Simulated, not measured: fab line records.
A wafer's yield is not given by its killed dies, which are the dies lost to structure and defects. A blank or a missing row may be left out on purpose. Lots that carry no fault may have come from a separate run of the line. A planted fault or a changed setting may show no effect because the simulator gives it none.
Chamber matching :: flow nand-harc :: NHARC_P_GATE_DESCUM_93 on rie-diel-01: 4 sister chambers
The step chemistry O2, time 3 s. 16 wafers are shown with their chamber, then 8 later ones without.

EACH WAFER AND ITS CHAMBER
wafer: L760.1
chamber: 1
showerhead-plenum-p-Torr (Torr): 2.01
drypump-motor-current-A (A): 5.88
rf-vpp-V (V): 58.7

wafer: L760.2
chamber: 2
showerhead-plenum-p-Torr (Torr): 2.02
drypump-motor-current-A (A): 5.73
rf-vpp-V (V): 58.5

wafer: L760.5
chamber: 3
showerhead-plenum-p-Torr (Torr): 1.78
drypump-motor-current-A (A): 5.65
rf-vpp-V (V): 56.0

wafer: L762.1
chamber: 3
showerhead-plenum-p-Torr (Torr): 1.78
drypump-motor-current-A (A): 5.67
rf-vpp-V (V): 58.0

wafer: L762.2
chamber: 2
showerhead-plenum-p-Torr (Torr): 2.02
drypump-motor-current-A (A): 5.70
rf-vpp-V (V): 58.4

wafer: L762.6
chamber: 2
showerhead-plenum-p-Torr (Torr): 2.02
drypump-motor-current-A (A): 5.73
rf-vpp-V (V): 57.4

wafer: L761.1
chamber: 0
showerhead-plenum-p-Torr (Torr): 1.97
drypump-motor-current-A (A): 6.17
rf-vpp-V (V): 58.4

wafer: L761.4
chamber: 1
showerhead-plenum-p-Torr (Torr): 2.01
drypump-motor-current-A (A): 5.90
rf-vpp-V (V): 60.4

wafer: L761.6
chamber: 0
showerhead-plenum-p-Torr (Torr): 1.97
drypump-motor-current-A (A): 6.18
rf-vpp-V (V): 57.1

wafer: L774.3
chamber: 0
showerhead-plenum-p-Torr (Torr): 1.96
drypump-motor-current-A (A): 6.16
rf-vpp-V (V): 57.6

wafer: L774.4
chamber: 0
showerhead-plenum-p-Torr (Torr): 1.96
drypump-motor-current-A (A): 6.14
rf-vpp-V (V): 58.1

wafer: L774.5
chamber: 1
showerhead-plenum-p-Torr (Torr): 2.01
drypump-motor-current-A (A): 5.86
rf-vpp-V (V): 58.7

wafer: L777.1
chamber: 3
showerhead-plenum-p-Torr (Torr): 1.77
drypump-motor-current-A (A): 5.68
rf-vpp-V (V): 58.5

wafer: L777.4
chamber: 0
showerhead-plenum-p-Torr (Torr): 1.96
drypump-motor-current-A (A): 6.17
rf-vpp-V (V): 59.9

wafer: L777.5
chamber: 2
showerhead-plenum-p-Torr (Torr): 2.01
drypump-motor-current-A (A): 5.69
rf-vpp-V (V): 59.4

wafer: L778.2
chamber: 3
showerhead-plenum-p-Torr (Torr): 1.77
drypump-motor-current-A (A): 5.67
rf-vpp-V (V): 57.6

SIGNATURES (averages over the wafers above)
reading: showerhead-plenum-p-Torr
chamber 0: 1.9640
chamber 1: 2.0100
chamber 2: 2.0175
chamber 3: 1.7750
scatter within a chamber: 0.00496

reading: drypump-motor-current-A
chamber 0: 6.1640
chamber 1: 5.8800
chamber 2: 5.7125
chamber 3: 5.6675
scatter within a chamber: 0.017

reading: rf-vpp-V
chamber 0: 58.220
chamber 1: 59.267
chamber 2: 58.425
chamber 3: 57.525
scatter within a chamber: 0.998
Rule: distance of a wafer from a chamber = root of the sum over the readings of ((wafer's reading minus chamber's mean) / reading's scatter) squared. The wafer belongs to the nearest chamber; if the next one is less than 2 further off, it can't be placed. The scatter: the root of (the sum of the squares of (reading less its chamber's mean) over the shown wafers, divided by (wafers less chambers)).

WAFERS WITHOUT THEIR CHAMBER
wafer: L778.4
showerhead-plenum-p-Torr (Torr): 2.01
drypump-motor-current-A (A): 5.88
rf-vpp-V (V): 57.7

wafer: L778.6
showerhead-plenum-p-Torr (Torr): 1.77
drypump-motor-current-A (A): 5.67
rf-vpp-V (V): 57.0

wafer: L779.3
showerhead-plenum-p-Torr (Torr): 1.96
drypump-motor-current-A (A): 6.17
rf-vpp-V (V): 57.4

wafer: L779.4
showerhead-plenum-p-Torr (Torr): 2.01
drypump-motor-current-A (A): 5.85
rf-vpp-V (V): 58.7

wafer: L779.6
showerhead-plenum-p-Torr (Torr): 1.77
drypump-motor-current-A (A): 5.67
rf-vpp-V (V): 57.2

wafer: L780.1
showerhead-plenum-p-Torr (Torr): 2.01
drypump-motor-current-A (A): 5.87
rf-vpp-V (V): 59.5

wafer: L780.2
showerhead-plenum-p-Torr (Torr): 1.77
drypump-motor-current-A (A): 5.69
rf-vpp-V (V): 57.7

wafer: L780.3
showerhead-plenum-p-Torr (Torr): 1.96
drypump-motor-current-A (A): 6.19
rf-vpp-V (V): 56.6

WHICH CHAMBER EACH WENT THROUGH
wafer: L778.4
from the rows above: 1
in truth: 1

wafer: L778.6
from the rows above: 3
in truth: 3

wafer: L779.3
from the rows above: 0
in truth: 0

wafer: L779.4
from the rows above: 1
in truth: 1

wafer: L779.6
from the rows above: 3
in truth: 3

wafer: L780.1
from the rows above: 1
in truth: 1

wafer: L780.2
from the rows above: 3
in truth: 3

wafer: L780.3
from the rows above: 0
in truth: 0
Placed correctly: 8 of 8. Not placeable from these rows: 0. Number placed wrongly: 0.
